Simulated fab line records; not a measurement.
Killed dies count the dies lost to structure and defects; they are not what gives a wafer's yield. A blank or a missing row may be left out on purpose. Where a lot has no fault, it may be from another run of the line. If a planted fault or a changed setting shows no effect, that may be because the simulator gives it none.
Problem report, 8D (eight disciplines) form, completed by code ; flow n5_finfet ; the parts of the form that need people (team, actions taken, sign-off) are left out

== 1. THE ISSUE ==
On 3 wafers of 1 lot, killed_at_contacts at N5_PASSIVATION_PROBE_49 has a mean of 167; fault-free wafers read 13, standard deviation 5.7. Relative to the usual mean, that is a shift of +27 standard deviations.
The first sign was on wafer L230.2 at day 17 02:36, on prober-01. The record holds 3 wafers of 1 lot with a number at this step. By rule, "out" or "out of limits" means more than 4 standard deviations away from the usual mean. The rest of the wafers with a number are treated as sound.

== 2. WHAT IT IS; WHAT IT IS NOT ==
question;is;is not
which readings at this step;killed_at_contacts, defect_limited_yield, killed_dies, sort_bin_5_function, sort_n_pass, sort_yield_pct;killed_at_M0_to_M3, killed_at_M4_up, killed_at_other, sort_bin_8_speed
which lots;L230;-
which wafers of those lots;all that have a number;-
read on which tools;prober-01;-
when;from day 17 02:36;up to then (0 sound wafers)

== 3. SUSPECTS, AND WHAT RULES EACH OUT ==
Counting: a tool stays on the suspect list if, at a process step up to the reading, it processed all lots that are out and no sound lot following the first of them.
- remote_plasma-01 at N5_MOL_CONTACT_COAG_PRECLEAN_111 (cleans in NF3:NH3, afs cycles 1, time 20 s, sublimation time 60 s): kept. It ran the lot that is out, L230 (day 8 16:06), and no sound lot after that.
- rie_diel-01 at N5_MIM_TOP_LITHO_DESCUM_10 (chemistry O2, time 7.9 s): kept. It ran the lot that is out, L230 (day 16 16:46), and no sound lot after that.
- rie_metal-03 at N5_MIM_BOT_ETCH_ETCH_00 (etches TiN in Cl2/BCl3, target depth 45.5 nm): kept. It ran the lot that is out, L230 (day 16 18:08), and no sound lot after that.
- prober-01 at N5_PASSIVATION_PROBE_49: kept. It ran the lot that is out, L230 (day 17 02:36), and no sound lot after that. Out on those wafers are its own readings of defect_limited_yield, killed_at_contacts, killed_dies, sort_bin_5_function, sort_n_pass, sort_yield_pct.
Left after counting: remote_plasma-01 at N5_MOL_CONTACT_COAG_PRECLEAN_111, rie_diel-01 at N5_MIM_TOP_LITHO_DESCUM_10, rie_metal-03 at N5_MIM_BOT_ETCH_ETCH_00, prober-01 at N5_PASSIVATION_PROBE_49.

== 4. THE CAUSE (what the simulator had put in) ==
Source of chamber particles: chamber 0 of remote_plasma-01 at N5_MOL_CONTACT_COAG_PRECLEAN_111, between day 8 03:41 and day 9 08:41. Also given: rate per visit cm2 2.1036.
Counting leaves 4 suspects; this tool is one of them.

== 5. THE EFFECT CHAIN, in route order ==
Each row: a reading whose mean over the struck wafers that have a number lies more than 3 standard deviations from the usual. Readings are gone through only where the record gives a usual standard deviation; hours: the median, over the lots, of the time from a lot's start at the first step in this table giving one to that lot's start at this step; sigmas: the change measured in usual standard deviations.
hours;step;reading;usual;on struck wafers;change;sigmas
0;N5_PASSIVATION_PROBE_49;defect_limited_yield;91.7 %;79.7;-12.0;-8.0
0;N5_PASSIVATION_PROBE_49;killed_at_contacts;13;167;+154;+27
0;N5_PASSIVATION_PROBE_49;killed_dies;98;239;+141;+7.9
0;N5_PASSIVATION_PROBE_49;sort_bin_5_function;4.9 %;11.5;+6.6;+7.3
0;N5_PASSIVATION_PROBE_49;sort_n_pass;1082;941;-141;-7.9
0;N5_PASSIVATION_PROBE_49;sort_yield_pct;91.7 %;79.7;-12.0;-8.0
Process steps it contains:
- N5_PASSIVATION_PROBE_49

== 6. WHAT WOULD HAVE CAUGHT IT SOONER ==
In this record no reading fell out of limits until day 17 02:36, 215 hours after the fault had begun at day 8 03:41.
All the lots that are out (1) had begun N5_MOL_CONTACT_COAG_PRECLEAN_111 on remote_plasma-01 by day 17 02:36. None of them would have been spared by holding the tool at that moment.
